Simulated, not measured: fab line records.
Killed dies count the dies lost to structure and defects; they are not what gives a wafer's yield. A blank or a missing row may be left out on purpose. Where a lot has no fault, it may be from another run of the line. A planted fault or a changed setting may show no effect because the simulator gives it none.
Chamber matching | flow n5-finfet | N5_BEOL_M4_DESCUM_16 on rie-diel-03 has 4 sister chambers
The step chemistry O2, time 7 s. 22 wafers are shown with their chamber, then 11 later ones without.

== WAFERS WITH THEIR CHAMBER ==
wafer  | chamber | drypump-motor-current-A (A) | showerhead-plenum-p-Torr (Torr) | throttle-valve-pct (%)
L075.3 | 0       | 5.0                         | 2.12                            | 20.30
L075.4 | 2       | 5.2                         | 2.00                            | 20.75
L075.6 | 1       | 5.8                         | 2.06                            | 20.15
L077.1 | 3       | 4.8                         | 2.21                            | 20.04
L077.2 | 2       | 5.2                         | 2.00                            | 20.80
L077.5 | 3       | 4.8                         | 2.21                            | 20.04
L076.1 | 1       | 5.8                         | 2.05                            | 20.18
L076.5 | 2       | 5.2                         | 1.99                            | 20.80
L076.6 | 3       | 4.8                         | 2.21                            | 20.06
L081.1 | 3       | 4.9                         | 2.21                            | 20.07
L081.2 | 2       | 5.2                         | 1.99                            | 20.79
L081.4 | 1       | 5.8                         | 2.05                            | 20.19
L084.2 | 0       | 5.0                         | 2.11                            | 20.36
L084.4 | 3       | 4.9                         | 2.20                            | 20.06
L084.6 | 3       | 4.8                         | 2.20                            | 20.06
L088.1 | 2       | 5.2                         | 1.99                            | 20.82
L088.2 | 1       | 5.8                         | 2.05                            | 20.21
L088.4 | 3       | 4.9                         | 2.20                            | 20.06
L091.1 | 3       | 4.9                         | 2.20                            | 20.09
L091.3 | 0       | 5.0                         | 2.11                            | 20.37
L091.6 | 3       | 4.8                         | 2.20                            | 20.08
L093.1 | 1       | 5.8                         | 2.05                            | 19.99

SIGNATURES (averages over the wafers above)
reading                  | chamber 0 | chamber 1 | chamber 2 | chamber 3 | scatter within a chamber
drypump-motor-current-A  | 5.000     | 5.800     | 5.200     | 4.844     | 0.0351
showerhead-plenum-p-Torr | 2.1133    | 2.0520    | 1.9940    | 2.2044    | 0.00521
throttle-valve-pct       | 20.3433   | 20.1440   | 20.7920   | 20.0622   | 0.0467
Rule: a wafer's distance from a chamber is the root of the sum, over the readings, of the square of ((its reading less the chamber's mean) divided by the reading's scatter). If the next closest chamber is less than 2 further off than the closest, the wafer can't be placed; otherwise it belongs to the closest. The scatter: take each reading less its chamber's mean, square it, sum over the shown wafers, divide by the number of wafers less the number of chambers, and take the root.

== WAFERS WITHOUT THEIR CHAMBER ==
wafer  | drypump-motor-current-A (A) | showerhead-plenum-p-Torr (Torr) | throttle-valve-pct (%)
L093.3 | 5.2                         | 1.99                            | 20.83
L093.5 | 5.8                         | 2.05                            | 19.99
L094.1 | 5.2                         | 1.99                            | 20.82
L094.2 | 4.8                         | 2.20                            | 20.10
L094.3 | 5.8                         | 2.04                            | 20.00
L094.4 | 5.0                         | 2.10                            | 20.38
L094.5 | 4.9                         | 2.20                            | 20.10
L094.6 | 5.2                         | 1.99                            | 20.84
L095.1 | 4.9                         | 2.20                            | 20.09
L095.5 | 5.8                         | 2.05                            | 19.99
L095.6 | 5.3                         | 1.99                            | 20.84

== CHAMBER TAKEN BY EACH ==
wafer  | from the rows above | in truth
L093.3 | 2                   | 2
L093.5 | 1                   | 1
L094.1 | 2                   | 2
L094.2 | 3                   | 3
L094.3 | 1                   | 1
L094.4 | 0                   | 0
L094.5 | 3                   | 3
L094.6 | 2                   | 2
L095.1 | 3                   | 3
L095.5 | 1                   | 1
L095.6 | 2                   | 2
11 of 11 placed correctly. Not placeable from these rows: 0. Number placed wrongly: 0.
